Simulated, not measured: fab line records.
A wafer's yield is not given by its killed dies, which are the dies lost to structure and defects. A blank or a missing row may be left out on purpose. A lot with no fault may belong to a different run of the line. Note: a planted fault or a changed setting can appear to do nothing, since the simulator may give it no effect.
Which of the tools did it? -- flow nand harc -- Sampling: 13 lots, 37 wafers, 5 of 1159 route steps

WHAT EACH GAUGE READ, for each wafer
NHARC_A_CHANNEL_HOLE_D1_INSPECT_40. Usual: 57 for raw defect count, sd 18.
lot,measured,on,raw defect count,flag
L211,day 8 19:33,defect inspect-02,31 35 61,
L209,day 8 23:40,defect inspect-02,51 51 51,
L214,day 9 09:23,defect inspect-01,40 31 38,
L212,day 9 13:34,defect inspect-02,47 32 52,
L215,day 10 02:52,defect inspect-01,69 77 50,
L216,day 10 07:01,defect inspect-01,73 59 61,
L219,day 10 22:29,defect inspect-01,59 82 45,
L218,day 10 23:02,defect inspect-02,78 105,
L220,day 11 20:41,defect inspect-01,34 36,
L228,day 13 01:26,defect inspect-02,54 71 65,
L227,day 13 05:15,defect inspect-02,84 93 100,
L231,day 14 06:41,defect inspect-02,74 42 51,
L232,day 14 12:22,defect inspect-01,64 58 43,

NHARC_END_SORT_01. Usual: killed at array 24, standard deviation 8.4; killed at other 0.7, standard deviation 1.1; killed at periphery 2.9, standard deviation 1.7; killed dies 27, standard deviation 8.6; killed open 3.3, standard deviation 1.8; killed short 1.8, standard deviation 1.4.
lot,measured,on,killed at array,killed at other,killed at periphery,killed dies,killed open,killed short,flag
L212,day 20 15:47,prober-01,24 20 23,1 0 1,3 2 3,28 22 27,3 2 2,2 1 1,
L219,day 21 09:37,prober-02,36 26 33,1 0 0,3 2 6,40 28 39,3 5 8,1 4 5,

TOOL THAT RAN EACH LOT (tool first, then ch and the chambers of the sampled wafers, then the start)
lot,NHARC_A_CHANNEL_HOLE_D1_ETCH_21,NHARC_A_CHANNEL_HOLE_D1_ETCH_26,NHARC_A_CHANNEL_FILL_D1_ALD_14
L211,"har etch-02 ch 0,1, day 8 14:15","har etch-02 ch 0,1, day 8 17:35","ald hk-01 ch 0,1,3, day 9 02:49"
L209,"har etch-02 ch 0,1, day 8 18:28","har etch-02 ch 0,1, day 8 21:46","ald hk-01 ch 0,3, day 9 06:47"
L214,"har etch-02 ch 0,1, day 9 04:06","har etch-02 ch 0,1, day 9 07:28","ald hk-01 ch 0,3, day 9 16:38"
L212,"har etch-02 ch 0,1, day 9 08:21","har etch-02 ch 0,1, day 9 11:40","ald hk-01 ch 0,2,3, day 9 21:35"
L215,"har etch-01 ch 0,1, day 9 21:36","har etch-01 ch 0,1, day 10 00:56","ald hk-03 ch 1,3, day 10 10:00"
L216,"har etch-01 ch 0,1, day 10 01:49","har etch-01 ch 0,1, day 10 05:07","ald hk-03 ch 0,2,3, day 10 15:14"
L219,"har etch-02 ch 0,1, day 10 17:17","har etch-02 ch 0,1, day 10 20:35","ald hk-03 ch 0,1,3, day 11 05:45"
L218,"har etch-01 ch 0,1, day 10 17:45","har etch-01 ch 0,1, day 10 21:06","ald hk-03 ch 0,2, day 11 06:05"
L220,"har etch-02 ch 0, day 11 15:12","har etch-02 ch 0, day 11 18:33","ald hk-03 ch 1, day 12 03:51"
L228,"har etch-02 ch 0,1, day 12 20:13","har etch-02 ch 0,1, day 12 23:32","ald hk-01 ch 0,1, day 13 08:21"
L227,"har etch-01 ch 0,1, day 12 23:59","har etch-01 ch 0,1, day 13 03:20","ald hk-01 ch 0,1,3, day 13 12:29"
L231,"har etch-02 ch 0,1, day 14 01:23","har etch-02 ch 0,1, day 14 04:40","ald hk-04 ch 0,1, day 14 16:58"
L232,"har etch-02 ch 0,1, day 14 07:08","har etch-02 ch 0,1, day 14 10:28","ald hk-03 ch 2,3, day 14 20:37"
- NHARC_A_CHANNEL_HOLE_D1_ETCH_21: etches the open film in C4F8/O2/Ar, time 514.3 s, target depth 1600 nm.
- NHARC_A_CHANNEL_HOLE_D1_ETCH_26: etches the open film in C4F8/O2/Ar, time 224.1 s, target depth 300 nm.
- NHARC_A_CHANNEL_FILL_D1_ALD_14: deposits SiO2, target thk 2.5 nm, pulse time 10 s, ald cycles 25.

AS READ BY THE TOOLS THEMSELVES (means over the sampled wafers that have a number; for cases with no such wafer, the mark the record gives instead)
NHARC_A_CHANNEL_HOLE_D1_ETCH_21. Usual: drypump motor current A 5.9 A, standard deviation 0.5; esc clamp current uA 0.0207, standard deviation 0.00045; showerhead plenum p Torr 3.69 Torr, standard deviation 0.1; temp c -19.98 C, standard deviation 0.1; throttle valve pct 32.155 %, standard deviation 0.009.
lot,tool,drypump motor current A (A),esc clamp current uA,showerhead plenum p Torr (Torr),temp c (C),throttle valve pct (%),flag
L211,har etch-02,6.1,0.0204,3.63,-20.02,32.162,
L209,har etch-02,6.1,0.0205,3.63,-20.04,32.155,
L214,har etch-02,6.1,0.0205,3.62,-19.96,32.151,
L212,har etch-02,6.1,0.0204,3.62,-19.94,32.151,
L215,har etch-01,5.4,0.0210,3.82,-19.99,32.147,
L216,har etch-01,5.9,0.0208,3.82,-19.95,32.152,
L219,har etch-02,6.0,0.0207,3.62,-20.02,32.149,
L218,har etch-01,5.7,0.0209,3.81,-20.04,32.156,
L220,har etch-02,6.2,0.0202,3.60,-19.96,32.154,
L228,har etch-02,6.1,0.0205,3.60,-19.98,32.158,
L227,har etch-01,5.4,0.0211,3.80,-20.02,32.153,
L231,har etch-02,6.1,0.0205,3.59,-20.06,32.154,
L232,har etch-02,6.1,0.0205,3.59,-19.87,32.154,

NHARC_A_CHANNEL_HOLE_D1_ETCH_26. Usual: drypump motor current A 5.9 A, standard deviation 0.5; esc clamp current uA 0.0207, standard deviation 0.00045; showerhead plenum p Torr 3.74 Torr, standard deviation 0.11; temp c -20.00 C, standard deviation 0.11; throttle valve pct 24.583 %, standard deviation 0.009.
lot,tool,drypump motor current A (A),esc clamp current uA,showerhead plenum p Torr (Torr),temp c (C),throttle valve pct (%),flag
L211,har etch-02,6.1,0.0204,3.67,-19.92,24.578,
L209,har etch-02,6.1,0.0205,3.67,-19.90,24.578,
L214,har etch-02,6.1,0.0205,3.66,-20.02,24.580,
L212,har etch-02,6.1,0.0204,3.66,-20.03,24.585,
L215,har etch-01,5.4,0.0210,3.87,-20.15,24.579,
L216,har etch-01,5.9,0.0207,3.87,-20.02,24.573,
L219,har etch-02,6.0,0.0208,3.66,-19.88,24.583,
L218,har etch-01,5.6,0.0209,3.86,-19.97,24.583,
L220,har etch-02,6.2,0.0202,3.64,-20.04,24.573,
L228,har etch-02,6.1,0.0205,3.64,-19.94,24.584,
L227,har etch-01,5.4,0.0211,3.85,-19.95,24.591,
L231,har etch-02,6.1,0.0205,3.63,-20.12,24.583,
L232,har etch-02,6.1,0.0206,3.63,-20.04,24.583,

NHARC_A_CHANNEL_FILL_D1_ALD_14. Usual: heater power w 476 W, standard deviation 48; precursor pulse height rel 0.999, standard deviation 0.022.
lot,tool,heater power w (W),precursor pulse height rel,flag
L211,ald hk-01,455,1.001,
L209,ald hk-01,458,0.993,
L214,ald hk-01,425,0.986,
L212,ald hk-01,466,0.991,
L215,ald hk-03,469,0.985,
L216,ald hk-03,501,1.010,
L219,ald hk-03,471,1.009,
L218,ald hk-03,498,1.003,
L220,ald hk-03,424,0.980,
L228,ald hk-01,440,1.001,
L227,ald hk-01,446,1.027,
L231,ald hk-04,508,0.992,
L232,ald hk-03,525,1.022,

THE ANSWER, worked out from the rows above alone
Rule: a lot counts as off when the mean over its wafers that have a number is more than 3 standard deviations away from the usual mean. Also off: a lot with no number at a reading for which 4 or more lots have one. All remaining lots with rows at the step are treated as sound. After the gauges, taken in route order, come the tools' own readings; for these a lot's mean is taken, as printed above. The first step at which some lot is off is used, and at that step the reading that is off furthest; a lot without a number counts as furthest.
None of the lots is off at any reading shown; this tells nothing.

WHAT WAS PUT IN BY THE SIMULATOR
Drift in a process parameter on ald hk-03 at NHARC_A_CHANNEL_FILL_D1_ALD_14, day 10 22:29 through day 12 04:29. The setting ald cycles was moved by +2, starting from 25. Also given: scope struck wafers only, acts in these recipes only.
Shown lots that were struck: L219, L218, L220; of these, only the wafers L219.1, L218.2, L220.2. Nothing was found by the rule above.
